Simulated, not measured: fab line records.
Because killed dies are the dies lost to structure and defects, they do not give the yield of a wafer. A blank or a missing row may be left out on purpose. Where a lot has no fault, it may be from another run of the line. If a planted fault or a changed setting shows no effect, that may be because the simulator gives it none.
What tool caused it? | flow n5Finfet | 9 lots, 26 wafers sampled, at 7 steps of a route of 1938

WHAT EACH GAUGE READ, for each wafer
N5_BEOL_M4_RC_MEAS_101. Usual: DIBL_N 36.3 mV/V, standard deviation 1.2; DIBL_P 36.1 mV/V, standard deviation 1.6; IOFF_N 0.161 nA/um, standard deviation 0.023; IOFF_P 0.209 nA/um, standard deviation 0.027; ION_N 676 uA/um, standard deviation 8.9; ION_P 462 uA/um, standard deviation 5.3; SS_N 71.5 mV/dec, standard deviation 0.51; SS_P 73.2 mV/dec, standard deviation 0.5; VT_N 249.1 mV, standard deviation 2.5; VT_P -249.9 mV, standard deviation 2.8.
lot  | measured     | on        | DIBL_N (mV/V)  | DIBL_P (mV/V)  | IOFF_N (nA/um)    | IOFF_P (nA/um)    | ION_N (uA/um) | ION_P (uA/um) | SS_N (mV/dec)  | SS_P (mV/dec)  | VT_N (mV)         | VT_P (mV)            | flag
L327 | day 7 12:20  | prober-02 | 36.5 35.7 34.8 | 36.8 35.0 33.1 | 0.164 0.142 0.129 | 0.203 0.183 0.157 | 671 672 667   | 460 457 451   | 71.8 70.8 71.7 | 72.7 73.3 73.5 | 246.1 247.2 250.9 | -251.8 -253.2 -255.5 | 
L328 | day 8 08:17  | prober-01 | 36.1 35.8 37.7 | 35.6 36.2 38.1 | 0.155 0.145 0.185 | 0.203 0.211 0.249 | 683 671 689   | 462 461 471   | 71.5 70.9 71.6 | 72.9 72.7 73.9 | 248.2 248.5 246.0 | -249.9 -250.4 -247.5 | 
L331 | day 8 17:25  | prober-02 | 35.5 34.8 36.0 | 34.7 33.8 35.1 | 0.126 0.121 0.137 | 0.169 0.164 0.182 | 658 664 672   | 450 457 459   | 70.6 69.9 70.4 | 72.4 72.7 72.3 | 250.9 252.8 252.8 | -255.3 -255.6 -254.5 | 
L340 | day 11 01:43 | prober-02 | 38.5 38.4      | 37.1 37.0      | 0.182 0.186       | 0.229 0.229       | 678 671       | 466 459       | 72.4 72.5      | 73.8 73.3      | 249.7 249.1       | -249.3 -247.8        | 
L339 | day 11 06:47 | prober-02 | 36.9 35.8 36.5 | 36.3 35.2 35.7 | 0.165 0.153 0.152 | 0.255 0.231 0.236 | 678 678 671   | 471 470 467   | 71.0 71.1 71.5 | 72.7 72.7 73.2 | 247.4 244.7 248.8 | -244.3 -244.4 -244.2 | 
L344 | day 12 04:41 | prober-02 | 37.3 37.7 35.5 | 39.7 39.0 36.3 | 0.196 0.200 0.151 | 0.241 0.229 0.188 | 692 687 678   | 468 466 464   | 71.8 72.1 71.4 | 73.2 74.0 73.0 | 245.1 247.1 249.1 | -249.5 -250.1 -253.0 | 
L345 | day 12 11:00 | prober-02 | 38.6 36.7 37.9 | 37.3 34.8 36.1 | 0.201 0.159 0.188 | 0.248 0.206 0.235 | 679 669 688   | 465 455 474   | 72.6 71.6 71.8 | 73.9 73.2 73.5 | 247.0 250.7 248.7 | -248.7 -250.7 -246.2 | 
L346 | day 12 14:46 | prober-01 | 36.1 35.7 36.0 | 35.0 34.4 35.0 | 0.166 0.149 0.155 | 0.211 0.200 0.201 | 678 675 680   | 459 460 468   | 71.1 71.5 71.2 | 72.2 72.8 72.9 | 248.8 249.9 250.0 | -248.8 -248.3 -248.5 | 
L350 | day 13 22:22 | prober-01 | 37.1 36.0 35.0 | 36.4 35.6 34.3 | 0.166 0.143 0.132 | 0.217 0.202 0.178 | 679 674 662   | 465 463 457   | 71.8 71.9 71.6 | 73.3 73.1 73.4 | 250.1 250.6 251.1 | -246.2 -248.4 -248.6 | 

N5_BEOL_M11_INSPECT_30: inspects for defects (brightfield). Usual: rawDefectCount 385, standard deviation 67.
lot  | measured     | on               | rawDefectCount | flag
L327 | day 9 21:04  | defectInspect-01 | 349 287 298    | 
L328 | day 10 15:43 | defectInspect-02 | 316 394 383    | 
L331 | day 10 19:52 | defectInspect-01 | 396 568 341    | 
L340 | day 13 11:50 | defectInspect-01 | 377 370        | 
L339 | day 13 16:28 | defectInspect-01 | 498 330 349    | 
L344 | day 14 15:31 | defectInspect-02 | 427 479 447    | 
L345 | day 14 18:52 | defectInspect-01 | 352 332 344    | 
L346 | day 15 02:01 | defectInspect-01 | 266 373 417    | 
L350 | day 16 08:37 | defectInspect-01 | 424 459 374    | 

N5_BEOL_M11_THK_MEAS_53: measures by xrf. Usual: M11_THK typically reads 139.8 nm, with standard deviation 2.7.
lot  | measured     | on           | M11_THK (nm)      | flag
L327 | day 10 01:51 | filmMetro-02 | 140.2 138.8 142.6 | 
L328 | day 10 21:23 | filmMetro-02 | 139.9 138.2 139.0 | 
L331 | day 10 23:37 | filmMetro-02 | 143.1 139.2 137.4 | 
L340 | day 13 14:49 | filmMetro-01 | 138.9 256.5       | OFF
L339 | day 13 20:05 | filmMetro-02 | 245.7 146.3 141.9 | OFF
L344 | day 14 19:53 | filmMetro-02 | 134.7 143.8 139.6 | 
L345 | day 14 23:40 | filmMetro-01 | 138.8 142.2 135.8 | 
L346 | day 15 06:50 | filmMetro-02 | 140.7 135.0 135.8 | 
L350 | day 16 12:43 | filmMetro-02 | 139.1 140.4 137.9 | 

N5_BEOL_M11_INSPECT_58: inspects for defects (darkfield). Usual: rawDefectCount 68, standard deviation 19.
lot  | measured     | on               | rawDefectCount | flag
L327 | day 10 02:00 | defectInspect-01 | 43 49 60       | 
L328 | day 10 21:34 | defectInspect-01 | 72 73 41       | 
L331 | day 10 23:46 | defectInspect-01 | 94 108 100     | 
L340 | day 13 14:58 | defectInspect-01 | 57 1078        | OFF
L339 | day 13 20:14 | defectInspect-01 | 1050 31 72     | OFF
L344 | day 14 20:02 | defectInspect-02 | 83 51 76       | 
L345 | day 14 23:49 | defectInspect-01 | 39 79 88       | 
L346 | day 15 06:59 | defectInspect-01 | 76 52 51       | 
L350 | day 16 12:52 | defectInspect-01 | 55 92 62       | 

N5_BEOL_M12_THK_MEAS_01. Usual: M12_ILD_THK typically reads 657 nm, with standard deviation 7.7.
lot  | measured     | on           | M12_ILD_THK (nm) | flag
L327 | day 10 02:10 | filmMetro-01 | 655 673 661      | 
L328 | day 10 21:44 | filmMetro-02 | 645 651 653      | 
L331 | day 10 23:59 | filmMetro-01 | 663 664 666      | 
L340 | day 13 15:08 | filmMetro-01 | 648              | 
L339 | day 13 20:24 | filmMetro-02 | 667 664          | 
L344 | day 14 20:13 | filmMetro-02 | 660 655 669      | 
L345 | day 14 23:59 | filmMetro-01 | 659 662 665      | 
L346 | day 15 07:12 | filmMetro-02 | 650 663 664      | 
L350 | day 16 13:02 | filmMetro-02 | 655 651 663      | 

TOOL THAT RAN EACH LOT (tool first, then ch and the chambers of the sampled wafers, then the start)
lot  | N5_BEOL_M11_PRE_CLEAN_45    | N5_BEOL_M11_CMP_52
L327 | pvdSputter-03, day 10 00:17 | cmp-03 ch 0,1,2, day 10 01:38
L328 | pvdSputter-02, day 10 17:27 | cmp-03 ch 0,1,2, day 10 21:05
L331 | pvdSputter-02, day 10 21:17 | cmp-02 ch 0,2,3, day 10 23:19
L340 | pvdSputter-01, day 13 13:15 | cmp-03 ch 0,1, day 13 14:32
L339 | pvdSputter-02, day 13 17:58 | cmp-03 ch 0,2,3, day 13 19:52
L344 | pvdSputter-01, day 14 17:22 | cmp-04 ch 2,3, day 14 19:36
L345 | pvdSputter-02, day 14 20:52 | cmp-02 ch 0,2,3, day 14 23:27
L346 | pvdSputter-01, day 15 03:58 | cmp-04 ch 1,2,3, day 15 06:37
L350 | pvdSputter-01, day 16 09:50 | cmp-02 ch 0,3, day 16 12:25
- N5_BEOL_M11_PRE_CLEAN_45: time 30 s.
- N5_BEOL_M11_CMP_52: polishes, stops on SiCOH lowk, t overpolish 7 s, target thk 140 nm.

AS READ BY THE TOOLS THEMSELVES (means over the sampled wafers that have a number; for cases with no such wafer, the mark the record gives instead)
N5_BEOL_M11_PRE_CLEAN_45. Usual: heaterPowerW 324 W, standard deviation 39.
lot  | tool          | heaterPowerW (W) | flag
L327 | pvdSputter-03 | 320              | 
L328 | pvdSputter-02 | 295              | 
L331 | pvdSputter-02 | 293              | 
L340 | pvdSputter-01 | 360              | 
L339 | pvdSputter-02 | 321              | 
L344 | pvdSputter-01 | 347              | 
L345 | pvdSputter-02 | 294              | 
L346 | pvdSputter-01 | 358              | 
L350 | pvdSputter-01 | 373              | 

N5_BEOL_M11_CMP_52. Usual: barrierFieldEndpointS 29.2 s, standard deviation 0.7; headPressurePsi 1.0000 psi, standard deviation 0.0021; motorCurrentA 6.1 A, standard deviation 0.44; overpolishRunS 7.001 s, standard deviation 0.009; timeToEndpointS 67.4 s, standard deviation 2.6.
lot  | tool   | barrierFieldEndpointS (s) | headPressurePsi (psi) | motorCurrentA (A) | overpolishRunS (s) | timeToEndpointS (s) | flag
L327 | cmp-03 | 29.8                      | 0.9979                | 6.0               | 7.006              | 68.2                | 
L328 | cmp-03 | 29.9                      | 1.0003                | 6.2               | 6.990              | 70.5                | 
L331 | cmp-02 | 30.4                      | 0.9998                | 5.9               | 7.002              | 67.5                | 
L340 | cmp-03 | 38.0                      | 0.9988                | 6.1               | 3.517              | 77.0                | OFF
L339 | cmp-03 | 35.4                      | 0.9997                | 6.3               | 4.679              | 71.7                | OFF
L344 | cmp-04 | 29.0                      | 0.9997                | 6.4               | 7.003              | 65.5                | 
L345 | cmp-02 | 29.3                      | 1.0019                | 6.2               | 7.013              | 68.7                | 
L346 | cmp-04 | 28.7                      | 1.0010                | 6.2               | 6.999              | 68.1                | 
L350 | cmp-02 | 28.3                      | 1.0024                | 6.5               | 7.005              | 64.8                | 

THE ANSWER, worked out from the rows above alone
Rule: a lot counts as off when the mean over its wafers that have a number is more than 3 standard deviations away from the usual mean. A lot without any number at a reading at which 4 lots or more have one is off too. The other lots that the step has rows for count as sound. After the gauges, taken in route order, come the tools' own readings; for these a lot's mean is taken, as printed above. The first step at which some lot is off is used, and at that step the reading that is off furthest; a lot without a number counts as furthest.
Off: at N5_BEOL_M11_THK_MEAS_53 (M11_THK), L340, L339.
A tool fits if, at a process step before that reading, it ran every lot that is off, and no sound lot after the first of them. The gauges at N5_BEOL_M11_THK_MEAS_53 aren't tried: what is off there is off at N5_BEOL_M11_INSPECT_58 too, on other tools, and a gauge's error can't cause that. One candidate fits, namely cmp-03 at N5_BEOL_M11_CMP_52. Its last sound lot is L328 (day 10 21:05), its first lot that is off L340 (day 13 14:32): a fault that began between those two fits.
The tool's own readings at N5_BEOL_M11_CMP_52 bear it out: on the lots that are off they differ by more than 5 times the standard deviation of the sound lots' means. barrierFieldEndpointS reads 36.7 s there against 29.3 s on the sound lots; overpolishRunS reads 4.098 s there against 7.003 s on the sound lots.

WHAT WAS PUT IN BY THE SIMULATOR
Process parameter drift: cmp-03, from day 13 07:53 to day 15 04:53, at N5_BEOL_M11_CMP_52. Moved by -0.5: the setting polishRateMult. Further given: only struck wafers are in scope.
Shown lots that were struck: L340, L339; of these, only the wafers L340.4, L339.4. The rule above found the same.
